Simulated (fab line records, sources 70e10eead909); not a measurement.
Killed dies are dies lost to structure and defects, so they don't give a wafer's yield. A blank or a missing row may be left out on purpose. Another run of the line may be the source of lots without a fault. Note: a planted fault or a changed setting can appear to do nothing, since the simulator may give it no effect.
fab line records | flow nand-harc | part 2 of 2: steps 5 to 6 of 6
record: lots: 20 wafers: 60 last-day: 24
route steps=1159 shown A_STAIRCASE@687 A_SGD_CUT@762 A_SLIT@795
lots with no fault: from the same line, run without faults
start-h: the number of hours between the record's first day and the start of the first shown wafer of the lot | wait-h: how many hours have passed since the lot's step before this one | " same as the row above | L1.1+2: a single row standing in for several wafers | - value missing, or start not given | * or withheld: withheld | < > ~ a bound
route shown NAME@n: NAME is a module with steps in the file, n the number in the route of the first one | usual: mean/standard deviation taken from wafers without a fault | same: alike in all rows | chamber/n: place in a boat | sites: each site's reading | _std_site: standard deviation across them | _edge_site: the outer-site mean with the inner-site mean subtracted | radius-mm: how far each site lies from the wafer's centre | mask NAME#n: copy n | behind: the last tool/chamber to shape the wafer | hold: why the lot was held/for how many hours/how that ended | device: whichever transistor did not switch (one of n, p or np) | end of line: tests run on the same wafers once the route is complete | where a step has no rows: the recipe by itself | killed: count of dies lost to structure and defects at first sort (not the wafer's yield) | map: shows each die of a wafer: x if killed, . if not, _ if none is there
set.NAME: the run value of the setting; set.NAME@STEP: its run value at that earlier step | model.NAME: the simulator's own value behind a step, which no gauge read
route steps across a sampled set of lots; one table per step, one row per wafer
services: when a tool's chamber went out of use (start-h, in hours from the record's first day, below 0 if earlier), for how many hours, and the reason
== steps ==
step: NHARC_A_SGD_CUT_ETCH_16
recipe: target-depth-a: 3105 time-s: 155.2 c4f8-flow-sccm: withheld o2-flow-sccm: 8 ar-flow-sccm: withheld rf-w: 600 bias-w: 800 chemistry: C4F8/O2/Ar
usual: oes-product-au: 0.973/0.015 rf-vpp-V: 721/4
columns lot.wafer tool chamber start-h wait-h oes-product-au rf-hours-counter-h rf-vpp-V
L077.2 rie-diel-07 1 - - 0.968 5 727
L077.4 " 2 " " 0.988 5 723
L077.5 " 2 " " 0.988 - 721
L075.2 rie-diel-04 2 - - 0.966 1 726
L075.3 " 1 " " 0.958 1 723
L075.6 " 3 " " 0.946 - 718
L074.3 rie-diel-07 2 - - 0.979 6 722
L074.4 " 0 " " 0.987 5 719
L074.5 " 2 " " 0.988 - 722
L076.4 rie-diel-07 1 - - 0.952 7 728
L076.3 " 3 " " 0.992 7 718
L076.2 " 0 " " 0.981 7 717
L079.1 rie-diel-04 3 - - 0.967 5 717
L079.2 " 0 " " 0.977 3 717
L079.5 " 2 " " 0.989 - 726
L080.3 rie-diel-10 2 - - 0.970 16 727
L080.1 " 1 " " 0.961 16 721
L080.6 " 2 " " 0.967 - 728
L081.4 rie-diel-07 3 - - 0.987 10 718
L081.1 " 0 " " 0.987 10 718
L081.2 " 1 " " 0.963 10 727
L082.1 rie-diel-07 0 - - 0.997 11 718
L082.4 " 1 " " 0.970 11 727
L082.5 " 0 " " 0.988 - 719
L084.2 rie-diel-04 1 - - 0.982 3 724
L084.1 " 2 " " 0.990 9 725
L084.5 " 0 " " 0.993 - 717
L083.2 rie-diel-10 2 - - 0.978 2 729
L083.3 " 1 " " 0.968 2 721
L083.6 " 2 " " 0.982 - 727
L086.2 rie-diel-04 1 - - 0.990 5 722
L086.5 " 0 " " 1.008 - 718
L086.6 " 1 " " 0.984 - 724
L087.1 rie-diel-04 1 - - 0.974 5 724
L087.4 " 3 " " 0.962 11 716
L087.2 " 0 " " 0.976 9 716
L088.4 rie-diel-10 0 - - 0.982 4 715
L088.3 " 2 " " 0.966 3 728
L088.5 " 1 " " 0.959 - 719
L091.2 rie-diel-04 3 - - 0.988 13 716
L091.1 " 2 " " 0.994 13 727
L091.5 " 0 " " 0.986 - 717
L092.3 rie-diel-04 0 - - 0.947 13 717
L092.2 " 1 " " 0.937 9 723
L092.6 " 3 " " 0.950 - 717
L094.3 rie-diel-07 1 - - 0.952 1 727
L094.1 " 2 " " 0.962 1 721
L094.6 " 1 " " 0.960 - 727
L096.2 rie-diel-07 0 - - 0.995 2 720
L096.4 " 2 " " 0.955 2 722
L096.5 " 3 " " 0.977 - 719
L095.4 rie-diel-10 1 - - 0.958 9 721
L095.2 " 3 " " 0.948 9 723
L095.6 " 2 " " 0.950 - 726
L093.1 rie-diel-04 1 - - 0.959 10 723
L093.2 " 3 " " 0.961 15 715
L093.4 " 0 " " 0.980 - 717
L097.3 rie-diel-07 3 - - 0.970 2 718
L097.4 " 0 " " 0.989 2 718
L097.5 " 2 " " 0.976 - 721
step: NHARC_A_SLIT_ETCH_15
recipe: target-depth-a: 32000 over-etch-frac: 0.3 time-s: 832 ion-energy-ev: 150 o2-flow-sccm: 400 cos-flow-sccm: 20 ar-flow-sccm: 0 rf-w: 500 bias-w: 300 chemistry: O2/COS
usual: drypump-motor-current-A: 5.7/0.43 oes-product-au: 0.999/0.012 rf-vpp-V: 314.2/2.3 showerhead-plenum-p-Torr: 3.12/0.15 throttle-valve-pct: 28.330/0.0091
columns lot.wafer tool chamber start-h wait-h drypump-motor-current-A oes-product-au rf-hours-counter-h rf-vpp-V showerhead-plenum-p-Torr throttle-valve-pct
L074.4 rie-diel-09 0 - - 6.3 1.011 2 312.5 2.99 28.324
L074.3 " 2 " " 5.2 0.992 4 315.5 3.27 28.326
L074.5 " 3 " " 5.6 1.008 - 313.1 3.01 28.323
L077.2 rie-diel-09 1 - - 6.4 0.984 4 316.2 3.29 28.313
L077.4 " 0 " " 6.3 0.999 2 311.3 2.99 28.335
L077.5 " 1 " " 6.4 0.990 - 317.1 3.29 28.330
L075.3 rie-diel-13 1 - - 5.2 1.012 3 314.1 3.11 28.303
L075.2 " 2 " " 6.0 0.988 3 316.0 3.34 28.318
L075.6 " 3 " " 5.8 1.020 - 311.7 2.95 28.325
L076.4 rie-diel-13 2 - - 6.0 0.972 4 317.9 3.34 28.336
L076.2 " 3 " " 5.9 1.006 4 310.4 2.95 28.330
L076.3 " 0 " " 5.4 1.004 3 315.6 3.24 28.336
L079.2 rie-diel-13 1 - - 5.1 0.993 4 314.3 3.11 28.331
L079.1 " 2 " " 5.9 0.975 5 317.3 3.34 28.326
L079.5 " 3 " " 5.9 1.006 - 312.0 2.95 28.328
L080.1 rie-diel-09 3 - - 5.6 1.012 6 314.4 3.01 28.318
L080.3 " 1 " " 6.4 0.989 7 315.5 3.29 28.340
L080.6 " 0 " " 6.3 1.000 - 311.6 2.99 28.321
L081.2 rie-diel-13 2 - - 5.9 0.974 7 317.2 3.34 28.338
L081.1 " 0 " " 5.4 0.991 6 317.4 3.24 28.322
L081.4 " 1 " " 5.2 1.005 6 313.3 3.11 28.336
L082.4 rie-diel-13 3 - - 5.8 1.003 9 311.9 2.95 28.326
L082.1 " 1 " " 5.2 1.005 8 315.1 3.10 28.336
L082.5 " 3 " " 5.8 1.006 - 313.2 2.95 28.335
L084.2 rie-diel-02 0 - - 5.0 1.015 2 311.5 2.98 28.325
L084.1 " 3 " " 5.4 1.003 2 314.0 3.08 28.332
L084.5 " 1 " " 6.2 0.986 - 310.9 2.94 28.330
L083.2 rie-diel-09 0 - - 6.4 1.015 8 310.3 2.98 28.328
L083.3 " 1 " " 6.4 0.999 9 316.9 3.28 28.330
L083.6 " 3 " " 5.6 1.020 - 311.7 3.01 28.348
L086.2 rie-diel-13 2 - - 6.0 0.971 10 317.1 3.34 28.337
L086.5 " 0 " " 5.4 0.995 - 315.6 3.23 28.326
L086.6 " 1 " " 5.2 1.006 - 312.7 3.10 28.348
L087.4 rie-diel-09 1 - - 6.4 0.991 10 316.8 3.28 28.327
L087.2 " 2 " " 5.2 0.983 11 315.5 3.27 28.341
L087.1 " 0 " " 6.3 1.007 8 311.4 2.98 28.335
L088.4 rie-diel-02 3 - - 5.4 1.004 3 312.9 3.08 28.325
L088.3 " 1 " " 6.2 0.981 4 310.6 2.94 28.337
L088.5 " 0 " " 5.0 1.018 - 311.9 2.98 28.333
L091.2 rie-diel-09 3 - - 5.6 1.018 13 312.8 3.01 28.335
L091.1 " 2 " " 5.2 0.983 12 316.6 3.27 28.313
L091.5 " 3 " " 5.5 1.012 - 313.3 3.01 28.318
L092.2 rie-diel-02 0 - - 5.0 1.024 6 312.2 2.97 28.321
L092.3 " 3 " " 5.4 1.006 5 312.9 3.08 28.329
L092.6 " 0 " " 5.0 1.013 - 313.2 2.97 28.333
L094.1 rie-diel-13 0 - - 5.4 1.004 12 316.3 3.23 28.321
L094.3 " 1 " " 5.2 1.010 12 315.1 3.10 28.331
L094.6 " 3 " " 5.9 1.005 - 312.3 2.95 28.328
L096.2 rie-diel-13 1 - - 5.2 0.996 13 313.3 3.10 28.341
L096.4 " 2 " " 5.9 0.980 14 318.3 3.34 28.336
L096.5 " 0 " " 5.4 0.994 - 315.5 3.23 28.327
L095.2 rie-diel-02 2 - - 5.5 1.005 6 316.5 3.27 28.336
L095.4 " 0 " " 5.0 1.012 7 311.7 2.97 28.327
L095.6 " 2 " " 5.5 1.008 - 314.6 3.27 28.349
L093.1 rie-diel-13 0 - - 5.4 0.995 14 315.9 3.23 28.324
L093.4 " 1 " " 5.2 0.999 14 313.5 3.10 28.326
L093.2 " 2 " " 6.0 0.979 14 319.0 3.33 28.326
L097.4 rie-diel-09 0 - - 6.3 0.995 1 313.0 2.98 28.336
L097.3 " 3 " " 5.6 1.013 1 314.1 3.01 28.338
L097.5 " 1 " " 6.4 1.004 - 316.8 3.28 28.323
== services ==
columns tool chamber start-h hours kind
rie-diel-10 - 262.93 0.5 repair
rie-diel-10 2 268.70 6.5 repair
rie-diel-04 0 271.04 6.3 repair
rie-diel-04 - 289.00 9.0 pm
rie-diel-08 - 301.95 9.0 pm
rie-diel-10 - 304.24 2.2 repair
rie-diel-12 0 306.04 36.1 repair
rie-diel-04 1 308.95 42.5 repair
rie-diel-04 0 310.40 7.8 repair
rie-diel-10 3 320.15 10.9 repair
rie-diel-10 3 333.88 3.8 repair
rie-diel-10 - 353.59 9.0 pm
rie-diel-04 0 356.92 3.0 repair
rie-diel-12 - 379.45 9.0 pm
rie-diel-03 - 392.49 9.0 pm
rie-diel-07 - 405.20 9.0 pm
rie-diel-04 3 411.78 5.9 repair
rie-diel-08 3 412.25 7.3 repair
rie-diel-04 1 414.37 2.7 repair
rie-diel-10 - 424.29 0.3 repair
rie-diel-08 0 425.33 4.7 repair
rie-diel-03 2 435.96 5.0 repair
rie-diel-04 - 450.94 0.3 repair
rie-diel-08 2 457.24 16.9 repair
